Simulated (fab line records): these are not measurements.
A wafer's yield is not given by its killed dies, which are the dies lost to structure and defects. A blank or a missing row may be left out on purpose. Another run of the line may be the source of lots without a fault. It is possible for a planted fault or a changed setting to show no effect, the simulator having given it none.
Chamber matching / flow n5Finfet / 4 sister chambers for N5_BEOL_M0_ETCH_109 on rieDiel-01
The step etches SiCN in CH3F/O2, target depth 8 nm, overetch 2.4 nm, time 27.4 s. 22 wafers are shown with their chamber, then 11 later ones without.

WAFERS PAIRED WITH THEIR CHAMBERS
wafer=L078.1; chamber=0; drypumpMotorCurrentA (A)=5.6; showerheadPlenumPTorr (Torr)=1.97; throttleValvePct (%)=16.48
wafer=L078.2; chamber=3; drypumpMotorCurrentA (A)=6.5; showerheadPlenumPTorr (Torr)=2.12; throttleValvePct (%)=15.95
wafer=L078.4; chamber=1; drypumpMotorCurrentA (A)=5.7; showerheadPlenumPTorr (Torr)=1.97; throttleValvePct (%)=16.52
wafer=L079.1; chamber=1; drypumpMotorCurrentA (A)=5.8; showerheadPlenumPTorr (Torr)=1.97; throttleValvePct (%)=16.53
wafer=L079.2; chamber=2; drypumpMotorCurrentA (A)=5.1; showerheadPlenumPTorr (Torr)=2.11; throttleValvePct (%)=16.59
wafer=L079.5; chamber=0; drypumpMotorCurrentA (A)=5.6; showerheadPlenumPTorr (Torr)=1.97; throttleValvePct (%)=16.48
wafer=L081.2; chamber=0; drypumpMotorCurrentA (A)=5.7; showerheadPlenumPTorr (Torr)=1.97; throttleValvePct (%)=16.49
wafer=L081.4; chamber=3; drypumpMotorCurrentA (A)=6.5; showerheadPlenumPTorr (Torr)=2.12; throttleValvePct (%)=15.95
wafer=L081.5; chamber=2; drypumpMotorCurrentA (A)=5.1; showerheadPlenumPTorr (Torr)=2.11; throttleValvePct (%)=16.61
wafer=L084.2; chamber=2; drypumpMotorCurrentA (A)=5.1; showerheadPlenumPTorr (Torr)=2.11; throttleValvePct (%)=16.60
wafer=L084.5; chamber=3; drypumpMotorCurrentA (A)=6.5; showerheadPlenumPTorr (Torr)=2.11; throttleValvePct (%)=15.98
wafer=L084.6; chamber=2; drypumpMotorCurrentA (A)=5.1; showerheadPlenumPTorr (Torr)=2.11; throttleValvePct (%)=16.61
wafer=L086.2; chamber=2; drypumpMotorCurrentA (A)=5.1; showerheadPlenumPTorr (Torr)=2.10; throttleValvePct (%)=16.63
wafer=L086.4; chamber=1; drypumpMotorCurrentA (A)=5.8; showerheadPlenumPTorr (Torr)=1.96; throttleValvePct (%)=16.06
wafer=L086.6; chamber=1; drypumpMotorCurrentA (A)=5.8; showerheadPlenumPTorr (Torr)=1.96; throttleValvePct (%)=16.08
wafer=L087.1; chamber=1; drypumpMotorCurrentA (A)=5.8; showerheadPlenumPTorr (Torr)=1.96; throttleValvePct (%)=16.08
wafer=L087.3; chamber=0; drypumpMotorCurrentA (A)=5.6; showerheadPlenumPTorr (Torr)=1.97; throttleValvePct (%)=16.53
wafer=L087.5; chamber=0; drypumpMotorCurrentA (A)=5.6; showerheadPlenumPTorr (Torr)=1.97; throttleValvePct (%)=16.54
wafer=L090.2; chamber=1; drypumpMotorCurrentA (A)=5.8; showerheadPlenumPTorr (Torr)=1.96; throttleValvePct (%)=16.10
wafer=L090.3; chamber=3; drypumpMotorCurrentA (A)=6.5; showerheadPlenumPTorr (Torr)=2.11; throttleValvePct (%)=16.00
wafer=L090.4; chamber=0; drypumpMotorCurrentA (A)=5.6; showerheadPlenumPTorr (Torr)=1.96; throttleValvePct (%)=16.55
wafer=L093.4; chamber=3; drypumpMotorCurrentA (A)=6.5; showerheadPlenumPTorr (Torr)=2.11; throttleValvePct (%)=16.01

SIGNATURES, as means of the wafers listed above
reading=drypumpMotorCurrentA; chamber 0=5.617; chamber 1=5.783; chamber 2=5.100; chamber 3=6.500; scatter within a chamber=0.0304
reading=showerheadPlenumPTorr; chamber 0=1.9683; chamber 1=1.9633; chamber 2=2.1080; chamber 3=2.1140; scatter within a chamber=0.00481
reading=throttleValvePct; chamber 0=16.5117; chamber 1=16.2283; chamber 2=16.6080; chamber 3=15.9780; scatter within a chamber=0.123
Rule: a wafer's distance from a chamber is the root of the sum, over the readings, of the square of ((its reading less the chamber's mean) divided by the reading's scatter). If the next closest chamber is less than 2 further off than the closest, the wafer can't be placed; otherwise it belongs to the closest. The scatter is the square root of a quotient: the sum, over the shown wafers, of each reading's squared deviation from its chamber's mean, divided by wafers minus chambers.

WAFERS MISSING THEIR CHAMBER
wafer=L093.5; drypumpMotorCurrentA (A)=5.1; showerheadPlenumPTorr (Torr)=2.10; throttleValvePct (%)=16.65
wafer=L093.6; drypumpMotorCurrentA (A)=6.5; showerheadPlenumPTorr (Torr)=2.11; throttleValvePct (%)=16.00
wafer=L094.2; drypumpMotorCurrentA (A)=6.5; showerheadPlenumPTorr (Torr)=2.11; throttleValvePct (%)=16.02
wafer=L094.3; drypumpMotorCurrentA (A)=5.7; showerheadPlenumPTorr (Torr)=1.96; throttleValvePct (%)=16.12
wafer=L094.4; drypumpMotorCurrentA (A)=5.6; showerheadPlenumPTorr (Torr)=1.96; throttleValvePct (%)=16.55
wafer=L095.1; drypumpMotorCurrentA (A)=5.1; showerheadPlenumPTorr (Torr)=2.10; throttleValvePct (%)=16.67
wafer=L095.4; drypumpMotorCurrentA (A)=6.5; showerheadPlenumPTorr (Torr)=2.10; throttleValvePct (%)=16.01
wafer=L095.5; drypumpMotorCurrentA (A)=6.5; showerheadPlenumPTorr (Torr)=2.10; throttleValvePct (%)=16.02
wafer=L096.1; drypumpMotorCurrentA (A)=5.8; showerheadPlenumPTorr (Torr)=1.96; throttleValvePct (%)=16.12
wafer=L096.2; drypumpMotorCurrentA (A)=5.1; showerheadPlenumPTorr (Torr)=2.10; throttleValvePct (%)=16.67
wafer=L096.6; drypumpMotorCurrentA (A)=5.7; showerheadPlenumPTorr (Torr)=1.96; throttleValvePct (%)=16.12

CHAMBER TAKEN BY EACH
wafer=L093.5; from the rows above=2; in truth=2
wafer=L093.6; from the rows above=3; in truth=3
wafer=L094.2; from the rows above=3; in truth=3
wafer=L094.3; from the rows above=can't be placed: 1 or 0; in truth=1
wafer=L094.4; from the rows above=0; in truth=0
wafer=L095.1; from the rows above=2; in truth=2
wafer=L095.4; from the rows above=3; in truth=3
wafer=L095.5; from the rows above=3; in truth=3
wafer=L096.1; from the rows above=1; in truth=1
wafer=L096.2; from the rows above=2; in truth=2
wafer=L096.6; from the rows above=can't be placed: 1 or 0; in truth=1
9 of 11 placed correctly. Can't be placed from these rows: 2 (the true chamber is among the candidates in 2). Wrongly placed: 0.
